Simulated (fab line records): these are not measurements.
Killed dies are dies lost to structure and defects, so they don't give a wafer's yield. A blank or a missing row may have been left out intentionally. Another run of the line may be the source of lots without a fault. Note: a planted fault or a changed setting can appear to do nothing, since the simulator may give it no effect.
Matching of chambers ; flow nand harc ; NHARC_A_STAIRCASE_ETCH_292 on rie diel-09: 4 sister chambers
The step etches the open film in CF4/CHF3. 22 wafers are shown with their chamber, then 11 later ones without.

== WAFERS, EACH WITH ITS CHAMBER ==
wafer;chamber;showerhead plenum p Torr (Torr);drypump motor current A (A);rf vpp V (V)
L074.1;2;1.59;5.3;371.3
L074.5;3;1.59;5.3;371.2
L074.6;0;1.50;4.9;367.5
L077.1;2;1.59;5.3;370.6
L077.4;3;1.59;5.2;370.3
L077.6;0;1.50;4.8;366.6
L078.1;2;1.59;5.2;371.0
L078.4;3;1.59;5.2;370.4
L078.5;3;1.59;5.2;372.0
L079.4;2;1.59;5.3;370.0
L079.5;3;1.58;5.2;370.6
L079.6;2;1.59;5.2;371.3
L082.2;2;1.59;5.3;369.8
L082.4;0;1.49;4.9;368.4
L082.6;1;1.70;5.4;375.0
L083.3;2;1.58;5.3;371.2
L083.5;1;1.70;5.4;375.3
L083.6;2;1.59;5.3;372.1
L086.2;2;1.58;5.3;369.1
L086.4;0;1.49;4.8;367.4
L086.6;2;1.58;5.3;371.6
L085.4;3;1.58;5.3;370.3

SIGNATURES, as means of the wafers listed above
reading;chamber 0;chamber 1;chamber 2;chamber 3;scatter within a chamber
showerhead plenum p Torr;1.4950;1.7000;1.5870;1.5867;0.00496
drypump motor current A;4.850;5.400;5.280;5.233;0.0467
rf vpp V;367.475;375.150;370.800;370.800;0.802
Rule: a wafer lies at a distance from a chamber equal to the root of the sum of squares, over the readings, of (its reading less the chamber's mean, divided by the reading's scatter). The wafer belongs to the nearest chamber; if the next one is less than 2 further off, it can't be placed. The scatter: the root of (the sum of the squares of (reading less its chamber's mean) over the shown wafers, divided by (wafers less chambers)).

== WAFERS WHOSE CHAMBER IS MISSING ==
wafer;showerhead plenum p Torr (Torr);drypump motor current A (A);rf vpp V (V)
L085.5;1.58;5.3;371.1
L085.6;1.70;5.4;373.6
L090.1;1.49;4.8;367.6
L090.2;1.58;5.3;370.0
L090.5;1.58;5.2;370.3
L093.1;1.58;5.3;370.9
L093.2;1.49;4.8;368.0
L093.5;1.58;5.3;370.3
L096.2;1.49;4.9;367.8
L096.5;1.49;4.8;367.1
L096.6;1.58;5.2;370.7

== EACH ONE'S CHAMBER ==
wafer;from the rows above;in truth
L085.5;can't be placed: 2 or 3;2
L085.6;1;1
L090.1;0;0
L090.2;can't be placed: 2 or 3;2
L090.5;can't be placed: 3 or 2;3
L093.1;can't be placed: 2 or 3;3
L093.2;0;0
L093.5;can't be placed: 2 or 3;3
L096.2;0;0
L096.5;0;0
L096.6;can't be placed: 3 or 2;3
5 of 11 placed correctly. From these rows, 6 cannot be placed; in 6 the true chamber is one of the candidates. Number placed wrongly: 0.
